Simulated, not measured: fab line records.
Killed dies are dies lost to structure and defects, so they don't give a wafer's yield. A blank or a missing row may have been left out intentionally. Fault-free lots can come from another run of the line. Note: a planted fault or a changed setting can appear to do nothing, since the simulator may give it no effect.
Matching of chambers / flow n5_finfet / N5_SD_EPI_N_ETCH_35 on rie_diel-04: 4 sister chambers
The step etches SOC in N2/H2, overetch 108 nm, time 486 s. 18 wafers are shown with their chamber, then 9 later ones without.

WAFERS PAIRED WITH THEIR CHAMBERS
wafer=L083.1; chamber=0; showerhead_plenum_p_Torr (Torr)=2.72; throttle_valve_pct (%)=24.3; oes_product_au (a.u.)=0.84
wafer=L083.5; chamber=1; showerhead_plenum_p_Torr (Torr)=2.61; throttle_valve_pct (%)=23.7; oes_product_au (a.u.)=0.64
wafer=L083.6; chamber=2; showerhead_plenum_p_Torr (Torr)=2.68; throttle_valve_pct (%)=23.8; oes_product_au (a.u.)=0.77
wafer=L084.3; chamber=3; showerhead_plenum_p_Torr (Torr)=2.41; throttle_valve_pct (%)=23.3; oes_product_au (a.u.)=0.63
wafer=L084.4; chamber=1; showerhead_plenum_p_Torr (Torr)=2.61; throttle_valve_pct (%)=23.7; oes_product_au (a.u.)=0.64
wafer=L084.6; chamber=3; showerhead_plenum_p_Torr (Torr)=2.41; throttle_valve_pct (%)=23.3; oes_product_au (a.u.)=0.62
wafer=L085.1; chamber=2; showerhead_plenum_p_Torr (Torr)=2.68; throttle_valve_pct (%)=23.8; oes_product_au (a.u.)=0.77
wafer=L085.3; chamber=1; showerhead_plenum_p_Torr (Torr)=2.61; throttle_valve_pct (%)=23.7; oes_product_au (a.u.)=0.64
wafer=L085.5; chamber=3; showerhead_plenum_p_Torr (Torr)=2.41; throttle_valve_pct (%)=23.3; oes_product_au (a.u.)=0.62
wafer=L088.1; chamber=0; showerhead_plenum_p_Torr (Torr)=2.72; throttle_valve_pct (%)=24.3; oes_product_au (a.u.)=0.82
wafer=L088.4; chamber=1; showerhead_plenum_p_Torr (Torr)=2.60; throttle_valve_pct (%)=23.7; oes_product_au (a.u.)=0.63
wafer=L088.5; chamber=0; showerhead_plenum_p_Torr (Torr)=2.72; throttle_valve_pct (%)=24.3; oes_product_au (a.u.)=0.82
wafer=L089.1; chamber=0; showerhead_plenum_p_Torr (Torr)=2.72; throttle_valve_pct (%)=24.3; oes_product_au (a.u.)=0.82
wafer=L089.4; chamber=2; showerhead_plenum_p_Torr (Torr)=2.68; throttle_valve_pct (%)=23.9; oes_product_au (a.u.)=0.75
wafer=L089.6; chamber=3; showerhead_plenum_p_Torr (Torr)=2.40; throttle_valve_pct (%)=23.3; oes_product_au (a.u.)=0.62
wafer=L090.3; chamber=2; showerhead_plenum_p_Torr (Torr)=2.68; throttle_valve_pct (%)=23.9; oes_product_au (a.u.)=0.76
wafer=L090.4; chamber=1; showerhead_plenum_p_Torr (Torr)=2.60; throttle_valve_pct (%)=23.7; oes_product_au (a.u.)=0.64
wafer=L090.6; chamber=2; showerhead_plenum_p_Torr (Torr)=2.68; throttle_valve_pct (%)=23.9; oes_product_au (a.u.)=0.76

SIGNATURES (averages over the wafers above)
reading=showerhead_plenum_p_Torr; chamber 0=2.7200; chamber 1=2.6060; chamber 2=2.6800; chamber 3=2.4075; scatter within a chamber=0.00373
reading=throttle_valve_pct; chamber 0=24.300; chamber 1=23.700; chamber 2=23.860; chamber 3=23.300; scatter within a chamber=0.0293
reading=oes_product_au; chamber 0=0.8250; chamber 1=0.6380; chamber 2=0.7620; chamber 3=0.6225; scatter within a chamber=0.00725
Rule: a wafer's distance from a chamber is the root of the sum, over the readings, of the square of ((its reading less the chamber's mean) divided by the reading's scatter). The wafer belongs to the nearest chamber; if the next one is less than 2 further off, it can't be placed. The scatter: take each reading less its chamber's mean, square it, sum over the shown wafers, divide by the number of wafers less the number of chambers, and take the root.

WAFERS MISSING THEIR CHAMBER
wafer=L091.2; showerhead_plenum_p_Torr (Torr)=2.60; throttle_valve_pct (%)=23.7; oes_product_au (a.u.)=0.63
wafer=L091.3; showerhead_plenum_p_Torr (Torr)=2.40; throttle_valve_pct (%)=23.4; oes_product_au (a.u.)=0.62
wafer=L091.5; showerhead_plenum_p_Torr (Torr)=2.60; throttle_valve_pct (%)=23.7; oes_product_au (a.u.)=0.63
wafer=L092.1; showerhead_plenum_p_Torr (Torr)=2.71; throttle_valve_pct (%)=24.3; oes_product_au (a.u.)=0.80
wafer=L092.2; showerhead_plenum_p_Torr (Torr)=2.40; throttle_valve_pct (%)=23.3; oes_product_au (a.u.)=0.62
wafer=L092.5; showerhead_plenum_p_Torr (Torr)=2.40; throttle_valve_pct (%)=23.4; oes_product_au (a.u.)=0.61
wafer=L095.2; showerhead_plenum_p_Torr (Torr)=2.67; throttle_valve_pct (%)=23.9; oes_product_au (a.u.)=0.74
wafer=L095.5; showerhead_plenum_p_Torr (Torr)=2.67; throttle_valve_pct (%)=23.9; oes_product_au (a.u.)=0.74
wafer=L095.6; showerhead_plenum_p_Torr (Torr)=2.40; throttle_valve_pct (%)=23.4; oes_product_au (a.u.)=0.61

CHAMBER TAKEN BY EACH
wafer=L091.2; from the rows above=1; in truth=1
wafer=L091.3; from the rows above=3; in truth=3
wafer=L091.5; from the rows above=1; in truth=1
wafer=L092.1; from the rows above=0; in truth=0
wafer=L092.2; from the rows above=3; in truth=3
wafer=L092.5; from the rows above=3; in truth=3
wafer=L095.2; from the rows above=2; in truth=2
wafer=L095.5; from the rows above=2; in truth=2
wafer=L095.6; from the rows above=3; in truth=3
Correct placement for 9 of the 9. From these rows, 0 cannot be placed. Placed wrongly: 0.
